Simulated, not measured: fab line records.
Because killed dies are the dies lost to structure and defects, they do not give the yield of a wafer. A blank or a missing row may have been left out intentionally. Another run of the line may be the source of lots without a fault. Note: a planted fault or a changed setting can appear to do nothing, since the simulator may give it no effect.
Matching of chambers ; flow n5 finfet ; N5_SPACER0_ALD_08 on ald sin-01: 4 sister chambers
The step deposits SiNx, target thk 2 nm. 16 wafers are shown with their chamber, then 8 later ones without.

## WAFERS, EACH WITH ITS CHAMBER
wafer;chamber;heater power w (W)
L078.1;3;731
L078.3;2;686
L078.6;3;747
L081.2;3;730
L081.4;1;821
L081.6;3;724
L082.1;1;830
L082.2;3;736
L082.4;2;675
L083.4;1;826
L083.5;2;676
L083.6;1;823
L084.3;0;854
L084.4;2;684
L084.5;2;661
L085.2;0;873

SIGNATURES, as means of the wafers listed above
reading;chamber 0;chamber 1;chamber 2;chamber 3;scatter within a chamber
heater power w;863.50;825.00;676.40;733.60;8.72
Rule: a wafer lies at a distance from a chamber equal to the root of the sum of squares, over the readings, of (its reading less the chamber's mean, divided by the reading's scatter). The wafer belongs to the nearest chamber; if the next one is less than 2 further off, it can't be placed. The scatter: take each reading less its chamber's mean, square it, sum over the shown wafers, divide by the number of wafers less the number of chambers, and take the root.

## WAFERS WITH NO CHAMBER GIVEN
wafer;heater power w (W)
L085.3;752
L085.6;671
L093.1;810
L093.5;813
L093.6;884
L097.2;685
L097.3;733
L097.6;877

## CHAMBER TAKEN BY EACH
wafer;from the rows above;in truth
L085.3;3;3
L085.6;2;2
L093.1;1;1
L093.5;1;1
L093.6;0;0
L097.2;2;2
L097.3;3;3
L097.6;0;0
Placed correctly: 8 of 8. From these rows, 0 cannot be placed. Wrongly placed: 0.
